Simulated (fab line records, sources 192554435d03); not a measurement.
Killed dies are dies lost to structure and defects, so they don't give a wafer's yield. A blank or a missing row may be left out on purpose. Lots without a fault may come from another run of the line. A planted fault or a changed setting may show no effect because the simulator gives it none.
Problem report in the 8D (eight disciplines) form, filled by code | flow n5_finfet | the parts of the form that need people (team, actions taken, sign-off) are left out

1. THE PROBLEM
raw_defect_count at N5_BEOL_M4_INSPECT_59 reads a mean of 1118 on 6 wafers of 2 lots; wafers without a fault read 67 with a standard deviation of 22. That is +48 standard deviations from the usual mean.
The step: inspects for defects (darkfield).
First seen on wafer L521.1, day 11 05:13, on defect_inspect-02. The record holds 29 wafers of 11 lots with a number at this step. Rule for "out", or "out of limits": more than 4 standard deviations from the usual mean. The other wafers with a number count as sound.

2. WHAT IT IS AND WHAT IT IS NOT
question                    | is                                   | is not
which readings at this step | raw_defect_count                     | -
which lots                  | L521, L522                           | L509, L510, L512, L513, L515, L516, L529, L531, L532
which wafers of those lots  | all that have a number               | -
read on which gauges        | defect_inspect-01, defect_inspect-02 | -
when                        | from day 11 05:13                    | up to then (14 sound wafers); but 9 sound wafers of L529, L531, L532 came after

3. SUSPECTS, AND WHAT RULES EACH OUT
Counting: a tool at a process step up to the reading stays a suspect if it ran every lot that is out and no sound lot after the first of them.
- the gauge at N5_BEOL_M4_INSPECT_59: ruled out. The wafers that are out were read on 2 gauges (defect_inspect-01, defect_inspect-02).
- cvd_co-01 at N5_BEOL_M4_PRE_CLEAN_60 (time 15 s): kept. It ran every lot that is out, first L521 (day 11 04:56), and no sound lot after that; its last sound lot up to then is L513 (day 9 09:20).
Left after counting: cvd_co-01 at N5_BEOL_M4_PRE_CLEAN_60.

4. THE CAUSE (what the simulator had put in)
Chamber particle source: cvd_co-01, from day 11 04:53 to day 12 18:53, at N5_BEOL_M4_PRE_CLEAN_60. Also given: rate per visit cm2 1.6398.
Counting left only this tool.

5. THE CHAIN OF EFFECTS, in route order
Each row: a reading whose mean over the struck wafers that have a number lies more than 3 standard deviations from the usual. Only readings for which the record gives a usual standard deviation are gone through. hours: the time from each lot's start at the first step in this table that gives one to its start at this step, as a median over the lots. sigmas: the change in usual standard deviations.
hours | step                    | reading              | usual  | on struck wafers | change | sigmas
0     | N5_BEOL_M4_INSPECT_59   | raw_defect_count     | 67     | 1118             | +1051  | +48
4     | N5_BEOL_M5_INSPECT_13   | raw_defect_count     | 379    | 1381             | +1002  | +9.1
108   | N5_PASSIVATION_PROBE_49 | defect_limited_yield | 91.3 % | 86.2             | -5.1   | -3.7
108   | N5_PASSIVATION_PROBE_49 | killed_at_M4_up      | 15     | 69               | +54    | +9.6
108   | N5_PASSIVATION_PROBE_49 | killed_dies          | 103    | 163              | +60    | +3.5
108   | N5_PASSIVATION_PROBE_49 | killed_on_rim        | 13     | 32               | +19    | +4.7
108   | N5_PASSIVATION_PROBE_49 | sort_n_pass          | 1077   | 1017             | -60    | -3.5
108   | N5_PASSIVATION_PROBE_49 | sort_yield_pct       | 91.3 % | 86.2             | -5.1   | -3.4
The process steps in it:
- N5_PASSIVATION_PROBE_49
Later measuring or inspecting steps at which every struck wafer that the step has a row for has a number for every such reading, and none has moved that far: N5_BEOL_M4_RC_MEAS_101.

6. WHAT WOULD HAVE CAUGHT IT SOONER
In this record the first reading out of limits at a measuring or inspecting step was taken at day 11 05:13, 0 hours after the fault began at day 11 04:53.
Of the tool readings at N5_BEOL_M4_PRE_CLEAN_60 for which the record gives a usual standard deviation, none was out on any struck wafer, so an alarm limit of 4 standard deviations on them would not have fired.
Of the lots that are out (2), L522 began N5_BEOL_M4_PRE_CLEAN_60 on cvd_co-01 after day 11 05:13. A hold on the tool at that time would have spared it.
